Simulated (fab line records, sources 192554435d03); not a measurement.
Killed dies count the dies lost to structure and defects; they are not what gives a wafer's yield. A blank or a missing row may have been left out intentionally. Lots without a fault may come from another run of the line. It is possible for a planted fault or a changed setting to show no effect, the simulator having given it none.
Comparing a struck lot with a sound one	flow n5Finfet	41 out of 1938 route steps
Sound: these wafers, L747.3, L747.5, L747.6. Wafers L743.3, L743.5, L743.6 were the ones struck. The cause comes at the end.
For every step that has rows: the tool of each side, followed by ch and its chambers, followed by its first start. Under that, the readings that differ: sound wafers	struck wafers	difference of the means	sigmas: that difference in standard deviations of wafers without a fault.
alike: a reading whose means differ by less than 2 such deviations, as well as words and numbers matching on both sides. not compared: withheld readings; readings where some wafer has no value; bounds like >300 that might hide an equal value; numbers whose values overlap and for which the record gives no deviation.
The two part at a step that has a row with sigmas, a row that says differs or no value, or rows on one side only. Numbers that have no deviation but don't overlap get no sigmas and don't part them. A reading that every wafer of one side lacks parts them only if that side has two wafers or more.

first, 12 steps without rows for these wafers: N5_MOL_CONTACT_COAG_DESCUM_88 (chemistry O2, time 7 s); N5_MOL_CONTACT_COAG_ETCH_89 (etches underlayer in N2/H2, target depth 13 nm, time 10.4 s); N5_MOL_CONTACT_COAG_ETCH_90 (etches SiARC in CF4, target depth 13 nm, time 21.7 s); N5_MOL_CONTACT_COAG_ALD_131 (deposits SiO2, target thk 5 nm, pulse time 1 s, co reactant pulse time 1 s); N5_MOL_CONTACT_COAG_ETCHBACK_132 (etches SiO2 in CHF3, target depth 10 nm, time 6.7 s); N5_MOL_CONTACT_COAG_ETCH_91 (etches SOC in N2/H2, target depth 60 nm, overetch 21 nm, time 101.2 s); N5_MOL_CONTACT_COAG_STRIP_92 (strips in N2/H2); N5_MOL_CONTACT_COAG_STRIP_93 (strips in N2/H2); N5_MOL_CONTACT_COAG_ETCHBACK_135 (etches SiO2 in CHF3, target depth 25 nm, time 16.7 s); N5_MOL_CONTACT_COAG_STRIP_118 (strips in CHF3); N5_MOL_CONTACT_COAG_VIA_ETCH_46 (etches SiO2 in C4F6/O2, target depth 46 nm, overetch 9.2 nm, time 40 s); N5_MOL_CONTACT_COAG_STRIP_96 (strips in N2/H2).
N5_MOL_CONTACT_COAG_ETCH_47: etches SiNx in CH3F/O2, stops on W, target depth 27 nm.
  sound on rieDiel-02 ch 0,1, day 9 04:08; struck on rieDiel-02 ch 1,2, day 8 03:28
  no value came back on the struck wafers for any of 11 readings (CH3F_flow_sccm (sccm), O2_flow_sccm (sccm) and others); on the sound wafers CH3F_flow_sccm (sccm) reads 29.90 29.87 29.96
  not compared: rfHoursCounterH, model.SiO2_of_MOL_CONTACT_COAG_PECVD_31.thkNm
then, 25 steps without rows for these wafers: N5_MOL_CONTACT_COAG_STRIP_119 (strips in N2/H2, time 30 s); N5_MOL_CONTACT_COAG_PRECLEAN_144 (cleans in alkaline clean, time 60 s); N5_MOL_CONTACT_COAG_SRD_145 (time 30 s); N5_MOL_CONTACT_COAG_COAT_62 (time 60 s, resist thk 60 nm); N5_MOL_CONTACT_COAG_COAT_63 (time 60 s, resist thk 10 nm); N5_MOL_CONTACT_COAG_COAT_64 (time 60 s, resist thk 10 nm); N5_MOL_CONTACT_COAG_COAT_34 (resist thk 40 nm); N5_MOL_CONTACT_COAG_EBR_36; N5_MOL_CONTACT_COAG_SOFTBAKE_35 (time 60 s); N5_MOL_CONTACT_COAG_EXPOSE_37 (exposes mask VD, defocus 0 nm); N5_MOL_CONTACT_COAG_PEB_38 (peb time 60 s); N5_MOL_CONTACT_COAG_DEVELOP_39 (develop time 30 s); N5_MOL_CONTACT_COAG_DESCUM_45 (chemistry O2, time 7 s); N5_MOL_CONTACT_COAG_ETCH_65 (etches underlayer in N2/H2, target depth 13 nm, time 10.4 s); N5_MOL_CONTACT_COAG_ETCH_66 (etches SiARC in CF4, target depth 13 nm, time 21.7 s); N5_MOL_CONTACT_COAG_ALD_133 (deposits SiO2, target thk 5 nm, pulse time 1 s, co reactant pulse time 1 s); N5_MOL_CONTACT_COAG_ETCHBACK_134 (etches SiO2 in CHF3, target depth 10 nm, time 6.7 s); N5_MOL_CONTACT_COAG_ETCH_67 (etches SOC in N2/H2, target depth 60 nm, overetch 21 nm, time 101.2 s); N5_MOL_CONTACT_COAG_STRIP_68 (strips in N2/H2); N5_MOL_CONTACT_COAG_STRIP_69 (strips in N2/H2); N5_MOL_CONTACT_COAG_ETCHBACK_136 (etches SiO2 in CHF3, target depth 25 nm, time 16.7 s); N5_MOL_CONTACT_COAG_STRIP_120 (strips in CHF3); N5_MOL_CONTACT_COAG_VIA_ETCH_117 (etches SiO2 in C4F6/O2, target depth 40 nm, overetch 8 nm, time 26 s); N5_MOL_CONTACT_COAG_ETCH_124 (etches SiNx in CH3F/O2, stops on SiOC, target depth 6.5 nm); N5_MOL_CONTACT_COAG_ETCH_48 (etches SiOC in C4F6/O2, target depth 15 nm, overetch 4.5 nm, time 17 s).
N5_MOL_CONTACT_COAG_CMP_52: polishes, stops on SiO2, t overpolish 1.5 s, target thk 66.5 nm.
  sound on cmp-01 ch 0,1, day 9 06:09; struck on cmp-04 ch 0,2,3, day 8 05:31
  alike: motorCurrentA
  not compared: model.SiO2_of_MOL_CONTACT_COAG_PECVD_31.thkNm
N5_BEOL_M4_RC_MEAS_101:
  the record has rows for the sound wafers here (prober-01 ch 0, day 13 08:00) and none for the struck ones
-- record jumps: 9 days separate the struck wafers' starts on either side; left off in module BEOL_M4, taken up again in module PASSIVATION, whose first shown step is the route's number 1936 --
N5_PASSIVATION_PROBE_49:
  sound: prober-01 at day 17 20:05; struck: prober-02 at day 17 02:49
reading	sound	struck	difference	sigmas
defectLimitedYield (%)	89.0 88.2 91.2	0 0 0	-89	-60
killedAtContacts	15 14 8	1073 1065 1084	+1062	+99 or more
killedDies	130 139 104	1180 1180 1180	+1056	+59
killedOnRim	12 15 14	152 152 152	+138	+37
sort_bin_5_function (%)	6.8 6.4 4.8	96.4 95.8 96.4	+90.2	+90
sortNPass	1050 1041 1076	0 0 0	-1056	-59
  alike: killed_at_M0_to_M3, killed_at_M4_up, killedAtFrontEnd, killedAtOther, killedOpen, killedShort, sort_bin_6_memory, sort_bin_8_speed

== WHERE THEY PART ==
At N5_MOL_CONTACT_COAG_ETCH_47 first; at N5_PASSIVATION_PROBE_49 last (within this record only).

WHY: the cause the simulator had injected
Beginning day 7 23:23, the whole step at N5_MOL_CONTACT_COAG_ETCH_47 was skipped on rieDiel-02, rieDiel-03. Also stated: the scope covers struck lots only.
